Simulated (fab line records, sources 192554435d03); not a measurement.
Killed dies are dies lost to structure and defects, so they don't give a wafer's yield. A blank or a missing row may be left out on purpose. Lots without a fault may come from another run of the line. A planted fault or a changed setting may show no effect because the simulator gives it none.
fab line records | flow n5_finfet
record lots=7 wafers=20 last_day=19
route steps=1938 shown BEOL_M13@1669 BEOL_M15@1830
lots that met no fault: from a run of the same line without faults
start_h: hours from the record's first day to the start of the lot's first wafer shown | wait_h: hours since the lot's step before | " the same as in the row above | L1.1+2: a row that stands for several wafers | - no value, or no start given | * or withheld: withheld | < > ~ a bound
route shown NAME@n: a module of which the file shows steps, and the number in the route of the first | usual: mean/standard deviation of fault-free wafers | same: alike in all rows | chamber/n: place in a boat | sites: the reading at each site | _std_site: their standard deviation | _edge_site: outer sites' mean less inner sites' | radius_mm: how far each site lies from the wafer's centre | mask NAME#n: copy n | behind: the tool/chamber that last shaped the wafer | hold: why the lot was held/for how many hours/how that ended | device: the transistor (n, p or np) that didn't switch | end of line: the same wafers' tests at the end of the route | a step without rows: its recipe alone | killed: dies lost to structure and defects at the first sort, not the wafer's yield | map: a wafer's dies, x killed, . not, _ none there
set.NAME: the setting as run; set.NAME@STEP: as run at that earlier step | model.NAME: the simulator's own value behind a step, which no gauge read
steps of the route over a sample of lots; a table a step, a row a wafer
services: from which hour (start_h, from the record's first day; less than 0 if before it) a tool's chamber was out of use, for how many hours, and why
## steps
# step N5_BEOL_M13_CD_MEAS_10
# recipe target_cd_nm=190 landing_energy_ev=500 detector=se_inlens polarity=opening
# usual cd_nm=190.7/1.6
# columns lot.wafer tool chamber start_h wait_h cd_nm
L472.1 cd_sem-01 0 281.00 - 189.4
L472.3 " 0 " " 190.6
L472.6 " 0 " " 191.6
L473.2 cd_sem-01 0 311.04 - 190.6
L473.4 " 0 " " 190.1
L473.6 " 0 " " 191.8
L477.1 cd_sem-02 0 319.99 - 189.6
L477.4 " 0 " " 189.5
L477.6 " 0 " " 192.1
L479.1 cd_sem-03 0 339.64 - 192.4
L479.3 " 0 " " 190.8
L479.4 " 0 " " 191.2
L486.3 cd_sem-01 0 393.81 - 190.6
L486.6 " 0 " " 189.3
L493.2 cd_sem-02 0 422.17 - 188.2
L493.5 " 0 " " 190.2
L493.6 " 0 " " 188.3
L492.1 cd_sem-02 0 423.98 - 187.9
L492.2 " 0 " " 189.7
L492.5 " 0 " " 190.8
# step N5_BEOL_M13_CD_MEAS_28
# recipe target_cd_nm=209.5 landing_energy_ev=500 detector=se_inlens
# usual cd_nm=209.7/1.3
# columns lot.wafer tool chamber start_h wait_h cd_nm
L472.1 cd_sem-03 0 281.95 - 207.6
L472.3 " 0 " " 209.2
L472.6 " 0 " " 209.6
L473.2 cd_sem-02 0 311.98 - 209.9
L473.4 " 0 " " 209.1
L473.6 " 0 " " 212.1
L477.1 cd_sem-03 0 320.94 - 211.7
L477.4 " 0 " " 209.6
L477.6 " 0 " " 210.5
L479.1 cd_sem-01 0 340.82 - 209.2
L479.3 " 0 " " 207.0
L479.4 " 0 " " 207.1
L486.3 cd_sem-03 0 394.76 - 209.3
L486.6 " 0 " " 207.0
L493.2 cd_sem-03 0 423.11 - 210.2
L493.5 " 0 " " 213.5
L493.6 " 0 " " 210.6
L492.1 cd_sem-02 0 425.06 - 208.6
L492.2 " 0 " " 207.5
L492.5 " 0 " " 208.0
# step N5_BEOL_M13_TRENCH_ETCH_34
# recipe chemistry=C4F8/O2/Ar target=SiOC target_depth_a=4134.7 mask_material=SOC pressure_mtorr=30 source_w=3000 bias_w=700 Ar_flow_sccm=400 C4F8_flow_sccm=15 O2_flow_sccm=8 he_inner_torr=15 he_outer_torr=30 time_s=162.6 ion_energy_ev=250
# usual O2_flow_sccm=8.000/0.022 bias_w=700.1/2.3 chamber_pressure_mTorr=30.002/0.026 drypump_motor_current_A=5.8/0.47 oes_product_au=0.79/0.088 rf_vpp_V=665/4 showerhead_plenum_p_Torr=3.38/0.14 throttle_valve_pct=24.34/0.3
# columns lot.wafer tool chamber start_h wait_h O2_flow_sccm bias_w chamber_pressure_mTorr drypump_motor_current_A oes_product_au rf_hours_counter_h rf_vpp_V showerhead_plenum_p_Torr throttle_valve_pct
L472.1 rie_diel-05 3 282.65 0.0 8.009 698.8 29.965 5.2 0.69 236 665 3.36 23.90
L472.3 " 0 " " 7.981 699.8 30.010 5.8 0.91 27 663 3.36 24.25
L472.6 " 3 " " 8.005 697.6 29.989 5.2 0.69 - 664 3.37 23.89
L473.2 rie_diel-06 1 312.60 0.0 7.998 699.3 29.979 6.5 0.71 215 664 3.38 24.58
L473.4 " 2 " " 7.987 700.6 29.996 6.1 0.85 56 667 3.45 24.31
L473.6 " 2 " " 8.037 705.6 30.028 6.1 0.85 - 666 3.45 24.31
L477.1 rie_diel-06 0 321.64 0.0 7.973 704.0 29.976 5.3 0.72 170 657 3.13 24.44
L477.4 " 3 " " 8.003 700.3 30.024 6.0 0.67 240 660 3.26 24.59
L477.6 " 0 " " 8.019 703.3 30.001 5.3 0.73 - 659 3.13 24.44
L479.1 rie_diel-02 0 341.31 0.0 8.003 702.7 29.970 6.1 0.87 35 667 3.49 23.69
L479.3 " 3 " " 7.969 701.1 30.007 5.2 0.82 87 668 3.45 24.60
L479.4 " 1 " " 8.026 698.6 29.983 6.6 0.81 75 670 3.57 24.04
L486.3 rie_diel-06 1 395.51 0.0 8.005 700.7 29.970 6.5 0.91 239 664 3.36 24.66
L486.6 " 2 " " 7.991 700.9 29.982 6.1 0.82 - 667 3.43 24.34
L493.2 rie_diel-05 1 423.61 0.0 7.997 701.5 30.044 5.6 0.90 44 667 3.48 24.03
L493.5 " 2 " " 7.965 701.3 29.990 6.0 0.70 - 668 3.52 24.76
L493.6 " 3 " " 8.005 700.5 30.027 5.1 0.93 - 663 3.34 23.65
L492.1 rie_diel-02 0 425.55 0.0 8.025 697.5 30.031 6.2 0.84 59 666 3.48 23.70
L492.2 " 3 " " 8.012 699.4 29.986 5.2 0.81 114 665 3.44 24.61
L492.5 " 1 " " 7.926 701.4 30.015 6.6 0.79 - 669 3.56 24.09
# step N5_BEOL_M13_OCD_MEAS_35
# usual trench_depth_nm=411/5.9
# columns lot.wafer tool chamber start_h wait_h trench_depth_nm
L472.1 ocd-02 - 282.82 0.0 405
L472.3 " - " " 422
L472.6 " - " " 406
L473.2 ocd-01 - 312.78 0.0 403
L473.4 " - " " 407
L473.6 " - " " 404
L477.1 ocd-02 - 321.82 0.0 407
L477.4 " - " " 399
L477.6 " - " " 407
L479.1 ocd-02 - 341.48 0.0 414
L479.3 " - " " 412
L479.4 " - " " 406
L486.3 ocd-01 - 395.69 0.0 603
L486.6 " - " " 410
L493.2 ocd-02 - 423.78 0.0 417
L493.5 " - " " 418
L493.6 " - " " 423
L492.1 ocd-02 - 425.72 0.0 422
L492.2 " - " " 418
L492.5 " - " " 412
# step N5_BEOL_M13_SPUTTER_43
# recipe material=TaN target_thk_a=150 temp_c=50 bias_v=168.6 power_w=15000 chamber_pressure_pa=0.12 time_s=24.19
# usual cathode_dc_power_W=15000/2.6 substrate_temp_c=50.01/0.11 throttle_valve_pct=29.9/1.1
# columns lot.wafer tool chamber start_h wait_h cathode_dc_power_W substrate_temp_c throttle_valve_pct
L472.1 pvd_sputter-03 - 283.32 0.0 15000 49.92 30.5
L472.3 " - " " 14999 50.04 29.0
L472.6 " - " " 15003 50.19 28.4
L473.2 pvd_sputter-01 - 313.17 0.0 15001 49.98 30.2
L473.4 " - " " 14997 50.22 27.8
L473.6 " - " " 14999 49.93 31.3
L477.1 pvd_sputter-03 - 324.17 0.0 15004 49.84 28.7
L477.4 " - " " 14998 50.06 30.8
L477.6 " - " " 15004 50.02 30.5
L479.1 pvd_sputter-01 - 343.57 0.0 14998 49.94 30.9
L479.3 " - " " 15001 49.77 30.0
L479.4 " - " " 14999 50.02 27.7
L486.3 pvd_sputter-01 - 400.23 0.0 15001 49.94 29.6
L486.6 " - " " 15002 50.01 30.9
L493.2 pvd_sputter-01 - 425.23 0.0 14999 50.10 27.6
L493.5 " - " " 14999 50.00 27.9
L493.6 " - " " 15002 50.12 30.1
L492.1 pvd_sputter-02 - 430.47 0.0 14997 49.99 30.0
L492.2 " - " " 14999 50.14 30.4
L492.5 " - " " 15001 49.97 29.8
# step N5_BEOL_M13_THK_MEAS_50
# recipe thk_meas_gauge=xrf reads=Cu_of_BEOL_M13_ECD_47
# usual M13_THK=418/7
# columns lot.wafer tool chamber start_h wait_h M13_THK[nm]
L472.1 film_metro-02 - 284.55 - 416
L472.3 " - " " 429
L472.6 " - " " 414
L473.2 film_metro-02 - 314.26 - 407
L473.4 " - " " 409
L473.6 " - " " 405
L477.1 film_metro-01 - 325.28 - 413
L477.4 " - " " 408
L477.6 " - " " 413
L479.1 film_metro-01 - 344.60 - 424
L479.3 " - " " 420
L479.4 " - " " 418
L486.3 film_metro-01 - 401.26 - 619
L486.6 " - " " 423
L493.2 film_metro-02 - 426.28 - 418
L493.5 " - " " 418
L493.6 " - " " 424
L492.1 film_metro-02 - 431.50 - 426
L492.2 " - " " 423
L492.5 " - " " 420
# step N5_BEOL_M13_RS_MEAS_54
# recipe thk_meas_gauge=four-point-probe reads=Cu_of_BEOL_M13_ECD_47+Ta_of_BEOL_M13_SPUTTER_44+TaN_of_BEOL_M13_SPUTTER_43
# usual M13_RS=0.0452/0.00064
# columns lot.wafer tool chamber start_h wait_h M13_RS[ohm/sq]
L472.1 film_metro-02 - 284.68 0.0 0.0456
L472.3 " - " " 0.0441
L472.6 " - " " 0.0457
L473.2 film_metro-02 - 314.39 0.1 0.0461
L473.4 " - " " 0.0455
L473.6 " - " " 0.0459
L477.1 film_metro-02 - 325.41 0.0 0.0457
L477.4 " - " " 0.0465
L477.6 " - " " 0.0456
L479.1 film_metro-02 - 344.73 0.0 0.0450
L479.3 " - " " 0.0450
L479.4 " - " " 0.0458
L486.3 film_metro-01 - 401.42 0.1 0.0306
L486.6 " - " " 0.0453
L493.2 film_metro-02 - 426.41 0.1 0.0448
L493.5 " - " " 0.0446
L493.6 " - " " 0.0438
L492.1 film_metro-02 - 431.63 0.0 0.0441
L492.2 " - " " 0.0444
L492.5 " - " " 0.0449
# step N5_BEOL_M15_RC_MEAS_101
# usual COMB_M10=1.5e-11/3.7e-12 COMB_M10_max_site=2.2e-11/6e-12 COMB_M11=1.4e-11/3e-12 COMB_M12=6.2e-12/1.4e-12 COMB_M14=3.6e-12/8.2e-13 COMB_M14_max_site=5.2e-12/1.3e-12 COMB_M15=2.7e-12/7.1e-13 COMB_M15_max_site=3.8e-12/9.9e-13 COMB_M5=3.9e-11/8.6e-12 COMB_M6=2.5e-11/5.7e-12 COMB_M7=2.6e-11/5.5e-12 COMB_M8=2.6e-11/5.4e-12 COMB_M9=1.43e-11/3e-12 SERP_M10=3.11/0.083 SERP_M11=3.07/0.073 SERP_M12=0.643/0.02 SERP_M13=0.310/0.0051 SERP_M13_max_site=0.314/0.0054 SERP_M14=0.163/0.0032 SERP_M5=38.7/1.9 SERP_M6=14.0/0.66 SERP_M7=13.8/0.55 SERP_M8=14.3/0.52 SERP_M9=3.05/0.079
# columns lot.wafer tool chamber start_h wait_h COMB_M10[S/m] COMB_M10_max_site[S/m] COMB_M11[S/m] COMB_M12[S/m] COMB_M14[S/m] COMB_M14_max_site[S/m] COMB_M15[S/m] COMB_M15_max_site[S/m] COMB_M5[S/m] COMB_M6[S/m] COMB_M7[S/m] COMB_M8[S/m] COMB_M9[S/m] SERP_M10[ohm/um] SERP_M11[ohm/um] SERP_M12[ohm/um] SERP_M13[ohm/um] SERP_M13_max_site[ohm/um] SERP_M14[ohm/um] SERP_M5[ohm/um] SERP_M6[ohm/um] SERP_M7[ohm/um] SERP_M8[ohm/um] SERP_M9[ohm/um]
L472.1 prober-01 0 294.16 0.0 1.6e-11 2.3e-11 1.6e-11 5.8e-12 3.2e-12 4.8e-12 4e-12 5.3e-12 2.8e-11 2.1e-11 2.9e-11 2.5e-11 1.55e-11 3.20 2.99 0.677 0.313 0.317 0.168 38.1 13.2 13.6 14.5 2.99
L472.3 " 0 " " 1.4e-11 1.8e-11 1.3e-11 7.5e-12 3.4e-12 4.6e-12 3.8e-12 5.7e-12 5.1e-11 2.4e-11 2.8e-11 3.7e-11 1.26e-11 3.13 3.03 0.666 0.305 0.308 0.168 41.3 13.6 13.7 14.4 2.95
L472.6 " 0 " " 2e-11 3.3e-11 1.5e-11 8.4e-12 3.2e-12 5.1e-12 3.2e-12 4.2e-12 4.4e-11 2.2e-11 2.3e-11 3.2e-11 1.46e-11 2.92 3.09 0.632 0.312 0.315 0.169 40.0 13.4 13.3 14.4 3.02
L473.2 prober-01 0 325.71 0.2 1.4e-11 1.7e-11 1.5e-11 6.9e-12 5.3e-12 6.9e-12 3.3e-12 4.8e-12 4.2e-11 2.4e-11 2.9e-11 2.3e-11 1.41e-11 3.07 3.07 0.644 0.315 0.319 0.158 35.6 13.6 13.5 15.0 3.03
L473.4 " 0 " " 1.8e-11 2.3e-11 1.9e-11 7.4e-12 5.4e-12 7.6e-12 3.8e-12 4.8e-12 5.3e-11 2.4e-11 2.7e-11 2.8e-11 1.79e-11 3.24 3.02 0.675 0.314 0.315 0.162 38.5 14.3 14.2 14.1 3.14
L473.6 " 0 " " 2e-11 3.4e-11 2.2e-11 7.1e-12 6e-12 7.1e-12 3.1e-12 4e-12 4.3e-11 2.8e-11 2.3e-11 2.4e-11 1.38e-11 3.19 2.97 0.657 0.309 0.311 0.160 37.9 13.5 13.8 14.6 2.95
L477.1 prober-02 0 337.43 0.0 1.2e-11 1.6e-11 1e-11 5.6e-12 3.6e-12 4.3e-12 3.9e-12 5.1e-12 3.9e-11 2.1e-11 3e-11 2.8e-11 1.68e-11 3.09 3.12 0.633 0.307 0.310 0.169 36.1 13.2 14.4 14.3 3.01
L477.4 " 0 " " 1.2e-11 1.9e-11 1.2e-11 6.6e-12 3.3e-12 5.4e-12 1.8e-12 3.1e-12 4.5e-11 1.9e-11 2.8e-11 3.6e-11 1.32e-11 3.13 3.15 0.628 0.325 0.328 0.160 36.2 13.7 13.4 13.9 3.05
L477.6 " 0 " " 1e-11 1.4e-11 1.9e-11 7.1e-12 3.6e-12 4.9e-12 2.7e-12 3.1e-12 6e-11 2.4e-11 2.9e-11 2.9e-11 1.9e-11 3.13 3.11 0.667 0.312 0.314 0.159 39.2 13.7 14.5 14.1 2.98
L479.1 prober-02 0 362.17 0.0 1.6e-11 2.2e-11 2.1e-11 6.8e-12 3.4e-12 5.6e-12 1.8e-12 3.3e-12 2.5e-11 1.9e-11 2.6e-11 2.3e-11 1.21e-11 3.11 3.15 0.651 0.312 0.313 0.162 37.1 13.9 12.9 14.0 3.04
L479.3 " 0 " " 1.6e-11 2.6e-11 1.8e-11 8e-12 3.7e-12 4.6e-12 1.8e-12 3.6e-12 3.6e-11 1.8e-11 3e-11 2.5e-11 9.2e-12 3.24 3.17 0.604 0.315 0.318 0.164 37.8 13.8 13.5 14.9 3.02
L479.4 " 0 " " 1.3e-11 1.5e-11 1.3e-11 7.1e-12 4.6e-12 6.9e-12 1.9e-12 2.7e-12 3.2e-11 3.4e-11 2.3e-11 2.4e-11 1.18e-11 3.11 3.11 0.652 0.324 0.327 0.164 38.6 14.4 13.9 13.8 3.06
L486.3 prober-02 0 413.90 0.3 9e-12 1.5e-11 1.3e-11 4.4e-12 3.6e-12 4.6e-12 1.9e-12 3.4e-12 5e-11 3e-11 3.2e-11 2.8e-11 1.24e-11 3.30 3.14 0.659 0.207 0.209 0.160 41.0 14.0 13.9 14.5 3.00
L486.6 " 0 " " 1.1e-11 1.8e-11 1.2e-11 5.2e-12 2.5e-12 4e-12 1.7e-12 2.4e-12 3.7e-11 2.9e-11 2.2e-11 2.9e-11 1.27e-11 3.24 2.97 0.684 0.317 0.321 0.159 37.8 13.8 14.3 14.2 2.99
L493.2 prober-01 0 437.96 0.2 1.5e-11 2e-11 1.3e-11 7.3e-12 3.9e-12 6.3e-12 2.9e-12 3.8e-12 3.4e-11 2.2e-11 2.2e-11 3.7e-11 1.27e-11 3.17 3.09 0.650 0.311 0.314 0.162 38.2 13.2 13.5 13.8 3.06
L493.5 " 0 " " 1.9e-11 2.4e-11 1.5e-11 1.03e-11 3.9e-12 4.9e-12 3.3e-12 4.2e-12 3.5e-11 2.5e-11 2.1e-11 2.6e-11 1.63e-11 3.14 3.05 0.647 0.305 0.306 0.164 39.0 13.4 14.1 13.4 3.03
L493.6 " 0 " " 1.7e-11 2.2e-11 1.1e-11 7.1e-12 3.7e-12 4.3e-12 3.6e-12 5.2e-12 3.4e-11 2.6e-11 2.3e-11 2.7e-11 1.69e-11 3.07 3.05 0.644 0.300 0.304 0.164 36.7 13.4 13.9 13.7 2.97
L492.1 prober-02 0 440.86 0.0 1.6e-11 1.8e-11 1.2e-11 4.8e-12 3.2e-12 3.5e-12 2.2e-12 3.5e-12 3.6e-11 3.6e-11 4.4e-11 2.1e-11 1.54e-11 3.00 2.98 0.625 0.310 0.313 0.159 37.9 13.6 13.4 14.1 3.10
L492.2 " 0 " " 1.9e-11 2.9e-11 1.6e-11 3.2e-12 2.3e-12 3.7e-12 1.7e-12 2.5e-12 2.2e-11 1.9e-11 2.1e-11 2.7e-11 1.13e-11 3.07 3.08 0.630 0.312 0.315 0.164 38.2 13.7 13.7 13.9 3.19
L492.5 " 0 " " 9e-12 1.1e-11 1.1e-11 6.1e-12 2.8e-12 3.5e-12 1.9e-12 2.5e-12 3.1e-11 2.5e-11 3.6e-11 2.6e-11 1.78e-11 3.16 3.12 0.680 0.314 0.317 0.160 39.6 13.7 13.6 14.5 3.06
# sites SERP_M13 radius_mm=0,75,75,75,75,140,140,140,140
L472.1 0.310 0.311 0.317 0.314 0.315 0.313 0.313 0.313 0.311
L473.2 0.312 0.316 0.319 0.319 0.315 0.313 0.314 0.317 0.315
L477.1 0.304 0.309 0.310 0.307 0.307 0.304 0.304 0.304 0.307
L479.1 0.313 0.312 0.313 0.312 0.310 0.313 0.311 0.313 0.312
L486.3 0.205 0.206 0.209 0.205 0.208 0.207 0.207 0.207 0.207
L493.2 0.312 0.314 0.313 0.309 0.312 0.310 0.308 0.311 0.305
L492.1 0.310 0.310 0.313 0.310 0.309 0.309 0.308 0.310 0.307
## services
# columns tool chamber start_h hours kind
rie_diel-05 1 264.80 - clean
rie_diel-05 1 264.80 - consumable_replace:focus_ring
rie_diel-05 1 264.80 21.0 scheduled_down
rie_diel-05 1 264.80 21.0 vent_cycle
rie_diel-06 - 299.45 1.1 repair
rie_diel-05 2 308.01 10.4 repair
rie_diel-05 3 329.66 - clean
rie_diel-05 3 329.66 - consumable_replace:focus_ring
rie_diel-02 0 347.03 9.0 repair
rie_diel-06 3 352.48 - clean
rie_diel-06 3 352.48 - consumable_replace:focus_ring
rie_diel-06 3 352.48 - consumable_replace:showerhead
rie_diel-06 3 352.48 16.5 scheduled_down
rie_diel-06 3 352.48 16.5 vent_cycle
rie_diel-06 1 354.73 9.2 repair
pvd_sputter-02 - 382.94 2.5 repair
rie_diel-06 1 426.85 - clean
rie_diel-06 1 426.85 - consumable_replace:focus_ring
rie_diel-06 1 426.85 32.6 scheduled_down
rie_diel-06 1 426.85 32.6 vent_cycle
## key
first_sign step=N5_BEOL_M13_OCD_MEAS_35 reading=trench_depth_nm direction=up sigmas=33 usual=411 struck=603
effect step=N5_BEOL_M13_THK_MEAS_50 reading=M13_THK direction=up sigmas=29 usual=418 struck=619
effect step=N5_BEOL_M13_RS_MEAS_54 reading=M13_RS direction=down sigmas=23 usual=0.0452 struck=0.0306
effect step=N5_BEOL_M15_RC_MEAS_101 reading=SERP_M13 direction=down sigmas=20 usual=0.310 struck=0.207
met_at N5_BEOL_M13_TRENCH_ETCH_34
struck_lots L486
struck_wafers L486.3
not_acting_at N5_BEOL_M13_CD_MEAS_10,N5_BEOL_M13_CD_MEAS_28,N5_BEOL_M13_SPUTTER_43
onset_between 321.64 395.51
fault kind=process_parameter_drift tool=rie_diel-06 chamber=- onset_h=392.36 steps=N5_BEOL_M13_TRENCH_ETCH_34 channel=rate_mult offset=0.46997 shape=step end_h=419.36 scope=struck_wafers_only
